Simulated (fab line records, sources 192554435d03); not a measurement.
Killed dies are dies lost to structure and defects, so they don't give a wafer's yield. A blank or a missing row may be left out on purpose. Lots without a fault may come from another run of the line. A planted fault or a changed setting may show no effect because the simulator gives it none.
A struck lot beside a sound one | flow n5_finfet | 39 steps out of a route of 1938
Sound: wafers L510.1, L510.3, L510.6. Struck: wafer L514.5. (L514.2 of the same lot was not struck and is left out.) The cause comes at the end.
At each step with rows: each side's tool, then ch and its chambers, then its first start. Under that, the readings that differ: sound wafers | struck wafers | difference of the means | sigmas: that difference in standard deviations of wafers without a fault.
alike: readings whose means differ by less than 2 such deviations, and words and numbers that are the same on both sides. not compared: withheld readings, readings that some wafer has no value for, bounds like >300 that may hide the same value, and numbers for which the record gives no deviation and whose values overlap.
The two part at a step that has a row with sigmas, a row that says differs or no value, or rows on one side only. Numbers that don't overlap but have no deviation are shown without sigmas and don't part them. A reading that every wafer of one side lacks parts them only if that side has two wafers or more.

first, 9 steps without rows for these wafers: N5_BEOL_M1_SOFTBAKE_23 (time 60 s); N5_BEOL_M1_EXPOSE_25 (exposes mask V0, defocus 5 nm, target cd 24 nm); N5_BEOL_M1_PEB_26 (peb time 60 s); N5_BEOL_M1_DEVELOP_27 (develop time 30 s); N5_BEOL_M1_DESCUM_33 (chemistry O2, time 7 s); N5_BEOL_M1_ETCH_77 (etches underlayer in N2/H2, target depth 6.5 nm, time 5.2 s); N5_BEOL_M1_ETCH_69 (etches SiARC in CF4, target depth 15.6 nm, time 26 s); N5_BEOL_M1_ALD_98 (deposits SiO2, target thk 2.5 nm, pulse time 1 s, co reactant pulse time 1 s); N5_BEOL_M1_ETCHBACK_99 (etches SiO2 in CHF3, target depth 5 nm, time 10.4 s).
N5_BEOL_M1_ETCH_70: etches SOC in N2/H2, target depth 80 nm, overetch 16 nm, time 120 s.
  sound on rie_diel-01 ch 2,3, day 6 15:50; struck on rie_diel-01 ch 3, day 8 06:37
  reading                                    | sound       | struck | difference | sigmas
  model.SiARC_of_BEOL_M1_COAT_68.thk_nm (nm) | 6.4 6.2 6.4 | 2.4    | -3.9       |
  alike: drypump_motor_current_A, oes_product_au, rf_fwd_power_W, rf_vpp_V, showerhead_plenum_p_Torr, throttle_valve_pct
  not compared: rf_hours_counter_h
then, 2 steps without rows for these wafers: N5_BEOL_M1_STRIP_71 (strips in N2/H2); N5_BEOL_M1_STRIP_78 (strips in N2/H2).
N5_BEOL_M1_VIA_ETCH_34: etches the open film in C4F6/O2, target depth 67.8 nm, time 64.4 s.
  sound on rie_diel-01 ch 2,3, day 6 15:56; struck on rie_diel-01 ch 3, day 8 06:43
  reading                  | sound      | struck | difference | sigmas
  model.BEOL_M1.cd_nm (nm) | 17.8 18 18 | 20.6   | +2.7       |
  alike: drypump_motor_current_A, mfc_ar_sccm, oes_ar_750_au, oes_product_au, rf_fwd_power_W, rf_vpp_V, showerhead_plenum_p_Torr, throttle_valve_pct
  not compared: rf_hours_counter_h
then, 24 steps without rows for these wafers: N5_BEOL_M1_STRIP_83 (strips in C4F6/O2); N5_BEOL_M1_STRIP_36 (strips in N2/H2); N5_BEOL_M1_TRENCH_ETCH_37 (etches SiOC in C4F6/O2, target depth 55.207 nm, time 29 s); N5_BEOL_M1_ETCH_41 (etches SiCN in CH3F/O2, target depth 31.9 nm, time 57.8 s); N5_BEOL_M1_STRIP_97 (strips in N2/H2, time 10 s); N5_BEOL_M1_HM_STRIP_39 (strips TiN in peroxide tin strip, target depth 25 nm, time 158 s); N5_BEOL_M1_SRD_40 (time 30 s); N5_BEOL_M1_PRECLEAN_42 (cleans in residue remover, time 60 s); N5_BEOL_M1_SRD_43 (time 30 s); N5_BEOL_M1_DEGAS_44 (time 60 s); N5_BEOL_M1_PRE_CLEAN_45 (time 30 s); N5_BEOL_M1_ALD_84 (deposits TaN, pulse time 2 s, purge time 3 s, co reactant purge time 2 s); N5_BEOL_M1_SURFACE_TREAT_85; N5_BEOL_M1_CVD_47 (deposits Co from CCTBA/H2, target thk 3 nm, time 223.8 s); N5_BEOL_M1_SPUTTER_48 (material Cu, target thk 4.5 nm, time 8.29 s); N5_BEOL_M1_ANNEAL_49 (time 240 s); N5_BEOL_M1_SPUTTER_79 (material Cu, target thk 4.5 nm, time 8.29 s); N5_BEOL_M1_ANNEAL_80 (time 240 s); N5_BEOL_M1_SPUTTER_81 (material Cu, target thk 4.5 nm, time 8.29 s); N5_BEOL_M1_ANNEAL_82 (time 240 s); N5_BEOL_M1_SPUTTER_86 (material Cu, target thk 4.5 nm, time 8.29 s); N5_BEOL_M1_ANNEAL_87 (time 240 s); N5_BEOL_M1_SPUTTER_88 (material Cu, target thk 4.5 nm, time 8.29 s); N5_BEOL_M1_ANNEAL_89 (time 240 s).
-- the record jumps here: 3 days lie between the struck wafers' starts before and after (it left off in module BEOL_M1 and takes up again in module BEOL_M4, whose first step shown is number 1111 of the route) --
N5_BEOL_M4_RC_MEAS_101:
  sound on prober-01 ch 0, day 9 18:02; struck on prober-01 ch 0, day 11 10:23
  reading                      | sound             | struck | difference | sigmas
  CHAIN_V0 (ohm/link)          | 237 231 230       | 198    | -35        | -4
  CHAIN_V0_max_site (ohm/link) | 245 240 239       | 203    | -38        | -4
  DIBL_P (mV/V)                | 36.2 36.1 40.2    | 33.5   | -4.0       | -3
  IOFF_N (nA/um)               | 0.143 0.152 0.228 | 0.128  | -0.046     | -2
  IOFF_P (nA/um)               | 0.197 0.196 0.288 | 0.167  | -0.060     | -2
  alike: DIBL_N, ION_N, ION_P, SS_N, SS_P, VT_N, VT_P
-- the record jumps here: 4 days lie between the struck wafers' starts before and after (it left off in module BEOL_M4 and takes up again in module PASSIVATION, whose first step shown is number 1936 of the route) --
N5_PASSIVATION_PROBE_49:
  the record has rows for the struck wafers here (prober-02, day 15 13:15) and none for the sound ones

WHERE THEY PART
First at N5_BEOL_M4_RC_MEAS_101; last, within this record, at N5_PASSIVATION_PROBE_49.

WHY: what the simulator had put in
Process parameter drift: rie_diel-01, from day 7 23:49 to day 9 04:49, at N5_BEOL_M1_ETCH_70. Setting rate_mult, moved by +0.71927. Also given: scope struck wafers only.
